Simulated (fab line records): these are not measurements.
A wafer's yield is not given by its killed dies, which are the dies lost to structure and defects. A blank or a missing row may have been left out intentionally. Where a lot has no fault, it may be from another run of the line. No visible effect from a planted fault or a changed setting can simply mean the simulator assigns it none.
Chamber matching    flow n5Finfet    4 sister chambers for N5_BEOL_M4_ETCH_70 on rieDiel-01
The step etches SOC in N2/H2, target depth 80 nm, overetch 24 nm, time 130 s. 8 wafers are shown with their chamber, then 6 later ones without.

== WAFERS WITH THEIR CHAMBER ==
wafer   chamber  showerheadPlenumPTorr (Torr)  oesProductAu (a.u.)
L181.4  1        2.38                          0.49
L182.2  0        2.65                          0.56
L182.4  1        2.37                          0.48
L189.2  2        2.70                          0.59
L189.3  0        2.65                          0.56
L189.5  3        2.60                          0.66
L191.1  2        2.70                          0.59
L191.5  3        2.60                          0.66

== WAFERS WITH NO CHAMBER GIVEN ==
wafer   showerheadPlenumPTorr (Torr)  oesProductAu (a.u.)
L191.6  2.70                          0.60
L193.3  2.69                          0.69
L193.4  2.64                          0.55
L193.6  2.69                          0.69
L198.5  2.69                          0.58
L198.6  2.68                          0.67

== WHICH CHAMBER EACH WENT THROUGH ==
wafer   from the rows above      in truth
L191.6  2                        2
L193.3  can't be placed: 3 or 2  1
L193.4  0                        0
L193.6  can't be placed: 3 or 2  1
L198.5  2                        2
L198.6  can't be placed: 3 or 2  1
3 of 6 placed correctly. Not placeable from these rows: 3 (in 0, the candidates include the true chamber). Wrongly placed: 0.
How it was worked out, from the rows above alone: a wafer's distance from a chamber is the root of the sum, over the readings, of the square of ((its reading less the chamber's mean) divided by the reading's scatter). If the next closest chamber is less than 2 further off than the closest, the wafer can't be placed; otherwise it belongs to the closest. Each chamber's mean is taken over the wafers shown for it. The scatter is the square root of a quotient: the sum, over the shown wafers, of each reading's squared deviation from its chamber's mean, divided by wafers minus chambers.
